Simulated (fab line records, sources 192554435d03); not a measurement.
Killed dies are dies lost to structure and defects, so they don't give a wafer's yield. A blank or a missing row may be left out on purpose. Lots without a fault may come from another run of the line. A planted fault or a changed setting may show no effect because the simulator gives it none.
Which tool did it? | flow n5_finfet | 12 lots, 32 wafers sampled, at 2 steps of a route of 1938

WHAT THE GAUGES READ, wafer by wafer
N5_PASSIVATION_INSPECT_61: inspects for defects (macro).
lot  | measured     | on                | raw_defect_count
L763 | day 12 11:40 | defect_inspect-02 | 1 5
L766 | day 13 04:44 | defect_inspect-02 | 5 2 1
L767 | day 13 05:10 | defect_inspect-02 | 2 2 2
L769 | day 13 06:49 | defect_inspect-01 | 1 2 1
L768 | day 13 11:10 | defect_inspect-02 | 2 1 0
L770 | day 13 16:05 | defect_inspect-02 | 1 2
L771 | day 14 07:16 | defect_inspect-01 | 2 0
L772 | day 15 05:07 | defect_inspect-02 | 3 1 3
L775 | day 15 05:18 | defect_inspect-02 | 1 3 2
L779 | day 16 12:49 | defect_inspect-01 | 4 1 0
L783 | day 17 12:47 | defect_inspect-02 | 3 0
L786 | day 18 02:26 | defect_inspect-01 | 2 3 1

WHICH TOOL RAN EACH LOT (tool, then ch and the chambers of the sampled wafers, then the start)
lot  | N5_MIM_BOT_LITHO_DESCUM_10
L763 | rie_diel-03 ch 0,2, day 12 10:05
L766 | rie_diel-06 ch 0,2, day 13 03:15
L767 | rie_diel-06 ch 1,2,3, day 13 03:30
L769 | rie_diel-06 ch 1,3, day 13 03:40
L768 | rie_diel-03 ch 1,2,3, day 13 07:29
L770 | rie_diel-02 ch 0,1, day 13 14:23
L771 | rie_diel-03 ch 0,1, day 14 05:40
L772 | rie_diel-06 ch 0,3, day 15 00:01
L775 | rie_diel-03 ch 0,1,3, day 15 00:16
L779 | rie_diel-02 ch 1,2,3, day 16 10:52
L783 | rie_diel-03 ch 1,3, day 17 11:00
L786 | rie_diel-02 ch 0,2,3, day 17 23:52
- N5_MIM_BOT_LITHO_DESCUM_10: chemistry O2, time 7.9 s.

WHAT THE TOOLS THEMSELVES READ (means of the sampled wafers that have a number; where no wafer has one, the mark that the record gives instead)
N5_MIM_BOT_LITHO_DESCUM_10.
lot  | tool        | bias_power_w (W) | drypump_motor_current_A (A) | oes_product_au (a.u.) | rf_vpp_V (V) | showerhead_plenum_p_Torr (Torr) | throttle_valve_pct (%)
L763 | rie_diel-03 | 20.07            | 5.8                         | 0.82                  | 243.7        | 2.15                            | 20.65
L766 | rie_diel-06 | 20.02            | 5.4                         | 0.82                  | 244.7        | 2.15                            | 20.06
L767 | rie_diel-06 | 20.02            | 5.7                         | 0.79                  | 243.5        | 2.11                            | 20.23
L769 | rie_diel-06 | 20.04            | 5.9                         | 0.79                  | 244.0        | 2.12                            | 20.27
L768 | rie_diel-03 | 20.04            | 5.6                         | 0.83                  | 244.1        | 2.19                            | 20.48
L770 | rie_diel-02 | 19.91            | 6.1                         | 0.88                  | 243.6        | 2.07                            | 20.29
L771 | rie_diel-03 | 20.01            | 5.9                         | 0.81                  | 243.7        | 2.16                            | 20.59
L772 | rie_diel-06 | 20.00            | 6.1                         | 0.78                  | 244.6        | 2.20                            | 20.19
L775 | rie_diel-03 | 19.99            | 5.9                         | 0.79                  | 243.4        | 2.14                            | 20.54
L779 | rie_diel-02 | 19.98            | 5.4                         | 0.84                  | 242.6        | 2.09                            | 20.15
L783 | rie_diel-03 | 20.00            | 5.7                         | 0.79                  | 243.5        | 2.17                            | 20.47
L786 | rie_diel-02 | 20.03            | 5.6                         | 0.81                  | 242.9        | 2.05                            | 20.40

THE ANSWER, worked out from the rows above alone
Rule: what is usual is taken from the lots themselves. Put in order of their means at a reading, lots are off if they are a third of the lots or fewer, leave a main group of 4 or more, and stand apart from it by a gap of 3 or more times the standard deviation of the main group's means; of several such gaps the widest counts. A main group whose means are all the same, to the digits that the tables above print for the reading, isn't used. A lot without any number at a reading at which 4 lots or more have one is off too. The other lots that the step has rows for count as sound. The gauges are gone through in route order, then the tools' own readings, and for those a lot's mean is taken as printed above. The first step at which some lot is off is used, and at that step the reading that is off furthest; a lot without a number counts as furthest.
No lot is off at any reading shown: from this, nothing can be told.

WHAT THE SIMULATOR HAD PUT IN
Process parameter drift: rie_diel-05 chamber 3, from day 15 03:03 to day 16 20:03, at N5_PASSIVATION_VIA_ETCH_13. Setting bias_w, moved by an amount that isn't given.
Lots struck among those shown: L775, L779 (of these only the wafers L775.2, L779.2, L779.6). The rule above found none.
